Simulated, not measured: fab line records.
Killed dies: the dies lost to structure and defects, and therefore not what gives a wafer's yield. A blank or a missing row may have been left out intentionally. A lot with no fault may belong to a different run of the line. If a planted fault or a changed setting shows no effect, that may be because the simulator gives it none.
What tool caused it? | flow nandHarc | 36 wafers from 12 lots sampled at 6 of the route's 1302 steps

WHAT EACH GAUGE READ, for each wafer
NHARC_P_GATE_OVL_MEAS_27.
lot  | measured     | on         | overlayXNm (nm) | overlayYNm (nm)
L750 | day 5 03:21  | overlay-02 | 0.4 0.2 0.5     | -0.4 -0.2 -0.2
L751 | day 5 11:37  | overlay-02 | 0.8 1.2 0.8     | 0.3 0.3 0.4
L753 | day 6 03:50  | overlay-02 | -0.9 -0.7 -1.0  | 0.0 0.0 -0.1
L757 | day 8 05:19  | overlay-02 | 0.5 0.8 0.2     | 1.4 1.7 1.2
L764 | day 11 01:15 | overlay-02 | 0.5 0.6 0.2     | -0.5 -1.0 -1.2
L765 | day 11 01:37 | overlay-01 | 1.7 1.7 1.6     | -0.9 -0.2 -0.9
L767 | day 12 04:37 | overlay-02 | 1.8 1.3 1.7     | 1.0 1.2 1.2
L768 | day 12 13:16 | overlay-02 | 0.8 1.0 0.7     | -1.1 -0.9 -0.6
L769 | day 12 21:01 | overlay-01 | -2.0 -1.3 -1.2  | 0.1 0.3 0.3
L770 | day 13 10:58 | overlay-01 | -0.5 -1.1 -0.6  | 0.8 0.1 -0.1
L772 | day 14 04:07 | overlay-01 | -0.5 -0.6 -0.6  | -0.3 0.2 -0.1
L773 | day 14 18:31 | overlay-01 | 0.3 0.6 0.6     | -0.4 -0.2 -0.4

NHARC_P_GATE_CD_MEAS_46: target cd 720 nm.
lot  | measured     | on       | cdNm (nm)
L750 | day 5 15:06  | cdSem-03 | 715.4 720.2 718.2
L751 | day 5 23:31  | cdSem-02 | 720.0 717.6 719.3
L753 | day 6 15:33  | cdSem-03 | 718.2 720.2 720.8
L757 | day 8 19:08  | cdSem-02 | 694.0 693.8 694.5
L764 | day 11 13:05 | cdSem-01 | 721.2 719.9 721.0
L765 | day 11 13:29 | cdSem-02 | 723.4 721.5 719.1
L767 | day 12 16:16 | cdSem-02 | 720.6 722.5 718.1
L768 | day 13 07:37 | cdSem-02 | 718.7 719.3 722.0
L769 | day 13 08:58 | cdSem-03 | 719.3 719.9 723.6
L770 | day 13 22:55 | cdSem-02 | 716.7 718.6 718.9
L772 | day 14 15:58 | cdSem-03 | 722.5 720.5 720.5
L773 | day 15 08:26 | cdSem-02 | 718.8 718.2 720.8

NHARC_END_SORT_01.
lot  | measured     | on        | killedAtArray | killedAtOther | killedAtPeriphery | killedDies | killedOpen | killedShort
L764 | day 29 18:05 | prober-01 | 62 66 66      | 1 1 0         | 9 9 5             | 72 76 71   | 5 4 4      | 3 1 1
L765 | day 30 13:37 | prober-01 | 72 68 57      | 1 0 1         | 4 5 2             | 77 73 60   | 7 4 2      | 3 2 2
L768 | day 31 19:07 | prober-02 | 50 53 46      | 0 1 1         | 1 3 3             | 51 57 50   | 2 3 0      | 1 3 1
L773 | day 34 00:17 | prober-02 | 72 79 77      | 0 0 0         | 5 2 2             | 77 81 79   | 5 2 4      | 5 2 4

EACH LOT AND THE TOOL THAT RAN IT (in order: tool; ch and the chambers of the sampled wafers; start)
lot  | NHARC_P_GATE_HM_OPEN_105                     | NHARC_P_GATE_ALD_36              | NHARC_P_GATE_EXPOSE_43
L750 | rieDiel-05 ch 0,2,3, day 5 05:46 or earlier  | aldSin-04 ch 1,2,3, day 5 05:46  | krfScanner-03 ch 0, day 5 14:56
L751 | rieDiel-05 ch 1,2, day 5 12:59 or earlier    | aldSin-02 ch 0,1,3, day 5 12:59  | krfScanner-01 ch 0, day 5 23:22
L753 | rieDiel-09 ch 0,1,2, day 6 07:17 or earlier  | aldSin-04 ch 1,2,3, day 6 07:17  | krfScanner-04 ch 0, day 6 15:24
L757 | rieDiel-05 ch 0,1,3, day 8 06:40 or earlier  | aldSin-02 ch 0,2,3, day 8 06:40  | krfScanner-04 ch 0, day 8 18:59
L764 | rieDiel-03 ch 0,2,3, day 11 03:41 or earlier | aldSin-01 ch 0,1,3, day 11 03:41 | krfScanner-03 ch 0, day 11 12:56
L765 | rieDiel-09 ch 0,3, day 11 05:05 or earlier   | aldSin-04 ch 0,2,3, day 11 05:05 | krfScanner-04 ch 0, day 11 13:20
L767 | rieDiel-03 ch 0,1, day 12 08:02 or earlier   | aldSin-01 ch 0,2,3, day 12 08:02 | krfScanner-01 ch 0, day 12 16:07
L768 | rieDiel-05 ch 1,2,3, day 12 14:37 or earlier | aldSin-04 ch 0,2, day 12 14:37   | krfScanner-04 ch 0, day 13 07:28
L769 | rieDiel-09 ch 1,2, day 12 22:23 or earlier   | aldSin-02 ch 1,3, day 12 22:23   | krfScanner-01 ch 0, day 13 08:49
L770 | rieDiel-09 ch 1,2, day 13 12:19 or earlier   | aldSin-01 ch 0,1,3, day 13 12:19 | krfScanner-03 ch 0, day 13 22:46
L772 | rieDiel-09 ch 0,1, day 14 08:35 or earlier   | aldSin-02 ch 0,1,3, day 14 08:35 | krfScanner-03 ch 0, day 14 15:49
L773 | rieDiel-03 ch 0,1,2, day 14 19:56 or earlier | aldSin-01 ch 2,3, day 14 19:56   | krfScanner-03 ch 0, day 15 08:16
- NHARC_P_GATE_HM_OPEN_105: chemistry O2/COS, target depth 360 nm.
- NHARC_P_GATE_ALD_36: deposits SiNx, target thk 20 nm, pulse time 60 s, ald cycles 223.
- NHARC_P_GATE_EXPOSE_43: exposes mask P NSD, target cd 720 nm.

AS READ BY THE TOOLS THEMSELVES (means over the sampled wafers that have a number; for cases with no such wafer, the mark the record gives instead)
NHARC_P_GATE_HM_OPEN_105.
lot  | tool       | biasW (W) | drypumpMotorCurrentA (A) | oesProductAu (a.u.) | rfVppV (V) | showerheadPlenumPTorr (Torr) | throttleValvePct (%)
L750 | rieDiel-05 | 299.3     | 5.5                      | 0.997               | 467.1      | 3.10                         | 28.330
L751 | rieDiel-05 | 299.8     | 5.3                      | 0.996               | 468.3      | 3.17                         | 28.327
L753 | rieDiel-09 | 300.5     | 5.4                      | 1.004               | 468.7      | 3.23                         | 28.323
L757 | rieDiel-05 | 299.8     | 5.4                      | 1.004               | 468.4      | 3.18                         | 28.325
L764 | rieDiel-03 | 299.8     | 5.7                      | 0.998               | 468.7      | 3.19                         | 28.335
L765 | rieDiel-09 | 300.0     | 6.0                      | 1.004               | 468.6      | 3.22                         | 28.339
L767 | rieDiel-03 | 300.5     | 5.8                      | 1.006               | 467.0      | 3.10                         | 28.326
L768 | rieDiel-05 | 300.0     | 5.3                      | 0.991               | 467.8      | 3.11                         | 28.325
L769 | rieDiel-09 | 299.6     | 5.4                      | 0.985               | 468.6      | 3.18                         | 28.331
L770 | rieDiel-09 | 299.8     | 5.3                      | 0.988               | 469.9      | 3.22                         | 28.338
L772 | rieDiel-09 | 300.3     | 5.5                      | 1.007               | 468.4      | 3.23                         | 28.321
L773 | rieDiel-03 | 299.9     | 5.7                      | 0.993               | 467.4      | 3.15                         | 28.329

NHARC_P_GATE_ALD_36.
lot  | tool      | heaterPowerW (W) | precursorPulseHeightRel
L750 | aldSin-04 | 776              | 0.983
L751 | aldSin-02 | 812              | 1.006
L753 | aldSin-04 | 774              | 1.013
L757 | aldSin-02 | 859              | 0.999
L764 | aldSin-01 | 822              | 1.009
L765 | aldSin-04 | 809              | 0.994
L767 | aldSin-01 | 814              | 1.000
L768 | aldSin-04 | 746              | 1.007
L769 | aldSin-02 | 799              | 1.005
L770 | aldSin-01 | 840              | 1.007
L772 | aldSin-02 | 795              | 0.996
L773 | aldSin-01 | 757              | 0.986

THE ANSWER, worked out from the rows above alone
Rule: the usual values come from the lots themselves. The widest of any qualifying gaps counts: lots, ordered by their means at a reading, are off when they make up no more than a third of the lots, leave a main group of 4 or more, and stand apart from it by 3 or more times the standard deviation of that group's means. A main group is skipped when, at the precision printed for the reading in the tables above, its means are all equal. A lot without any number at a reading at which 4 lots or more have one is off too. All remaining lots with rows at the step are treated as sound. After the gauges, taken in route order, come the tools' own readings; for these a lot's mean is taken, as printed above. At the first step where some lot is off, the reading lying furthest off is the one used; lots without a number count as furthest.
Off: L757, at NHARC_P_GATE_CD_MEAS_46 (cdNm). For the main group the mean is 719.9 nm and the standard deviation 1.1.
A tool fits if, at a process step before that reading, it ran every lot that is off, and no sound lot after the first of them. The gauges at NHARC_P_GATE_CD_MEAS_46 are tried like those tools. NHARC_P_GATE_HM_OPEN_105 gives no start for some lots, so the hours and the order of its lots are those of NHARC_P_GATE_ALD_36. None of those tried fits.

WHAT THE SIMULATOR HAD INSERTED
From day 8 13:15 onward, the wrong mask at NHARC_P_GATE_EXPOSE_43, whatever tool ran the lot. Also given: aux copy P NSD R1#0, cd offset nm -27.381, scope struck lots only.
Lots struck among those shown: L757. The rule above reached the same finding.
